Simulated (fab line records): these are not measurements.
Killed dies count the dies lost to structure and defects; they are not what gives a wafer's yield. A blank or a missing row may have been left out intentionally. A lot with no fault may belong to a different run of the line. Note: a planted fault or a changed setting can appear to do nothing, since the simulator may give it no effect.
Matching of chambers / flow nandHarc / NHARC_A_M0_CMP_23 on cmp-03 has 4 sister chambers
The step polishes, t overpolish 20 s, target thk 113.75 nm. 14 wafers are shown with their chamber, then 7 later ones without.

## WAFERS PAIRED WITH THEIR CHAMBERS
wafer=L077.2; chamber=0; timeToEndpointS (s)=30.0; motorCurrentA (A)=11.2
wafer=L077.3; chamber=2; timeToEndpointS (s)=27.2; motorCurrentA (A)=11.0
wafer=L077.5; chamber=1; timeToEndpointS (s)=28.5; motorCurrentA (A)=11.3
wafer=L080.1; chamber=3; timeToEndpointS (s)=29.9; motorCurrentA (A)=11.4
wafer=L080.4; chamber=0; timeToEndpointS (s)=30.0; motorCurrentA (A)=11.0
wafer=L080.6; chamber=0; timeToEndpointS (s)=29.3; motorCurrentA (A)=11.1
wafer=L083.1; chamber=0; timeToEndpointS (s)=28.4; motorCurrentA (A)=11.1
wafer=L083.3; chamber=3; timeToEndpointS (s)=28.1; motorCurrentA (A)=10.6
wafer=L083.4; chamber=1; timeToEndpointS (s)=26.3; motorCurrentA (A)=11.4
wafer=L086.1; chamber=3; timeToEndpointS (s)=27.6; motorCurrentA (A)=10.2
wafer=L086.2; chamber=1; timeToEndpointS (s)=25.9; motorCurrentA (A)=11.7
wafer=L086.3; chamber=2; timeToEndpointS (s)=27.4; motorCurrentA (A)=10.8
wafer=L086.4; chamber=0; timeToEndpointS (s)=28.0; motorCurrentA (A)=11.7
wafer=L086.5; chamber=2; timeToEndpointS (s)=26.0; motorCurrentA (A)=11.8

SIGNATURES (averages over the wafers above)
reading=timeToEndpointS; chamber 0=29.140; chamber 1=26.900; chamber 2=26.867; chamber 3=28.533; scatter within a chamber=1.07
reading=motorCurrentA; chamber 0=11.220; chamber 1=11.467; chamber 2=11.200; chamber 3=10.733; scatter within a chamber=0.412
Rule: distance of a wafer from a chamber = root of the sum over the readings of ((wafer's reading minus chamber's mean) / reading's scatter) squared. If the next closest chamber is less than 2 further off than the closest, the wafer can't be placed; otherwise it belongs to the closest. The scatter: the root of (the sum of the squares of (reading less its chamber's mean) over the shown wafers, divided by (wafers less chambers)).

## WAFERS MISSING THEIR CHAMBER
wafer=L086.6; timeToEndpointS (s)=30.3; motorCurrentA (A)=10.8
wafer=L088.1; timeToEndpointS (s)=28.3; motorCurrentA (A)=10.8
wafer=L088.3; timeToEndpointS (s)=28.3; motorCurrentA (A)=11.2
wafer=L088.5; timeToEndpointS (s)=27.8; motorCurrentA (A)=11.0
wafer=L090.1; timeToEndpointS (s)=27.3; motorCurrentA (A)=11.5
wafer=L090.3; timeToEndpointS (s)=29.2; motorCurrentA (A)=10.8
wafer=L090.4; timeToEndpointS (s)=29.8; motorCurrentA (A)=11.0

## THE CHAMBER EACH PASSED THROUGH
wafer=L086.6; from the rows above=can't be placed: 0 or 3 or 2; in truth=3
wafer=L088.1; from the rows above=can't be placed: 3 or 0 or 2 or 1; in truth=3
wafer=L088.3; from the rows above=can't be placed: 0 or 3 or 2 or 1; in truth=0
wafer=L088.5; from the rows above=can't be placed: 3 or 2 or 0 or 1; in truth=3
wafer=L090.1; from the rows above=can't be placed: 1 or 2 or 0 or 3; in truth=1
wafer=L090.3; from the rows above=can't be placed: 3 or 0 or 2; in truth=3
wafer=L090.4; from the rows above=can't be placed: 0 or 3 or 2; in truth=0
Correct placement for 0 of the 7. These rows do not allow placing 7 (true chamber among the candidates in 7). Placed wrongly: 0.
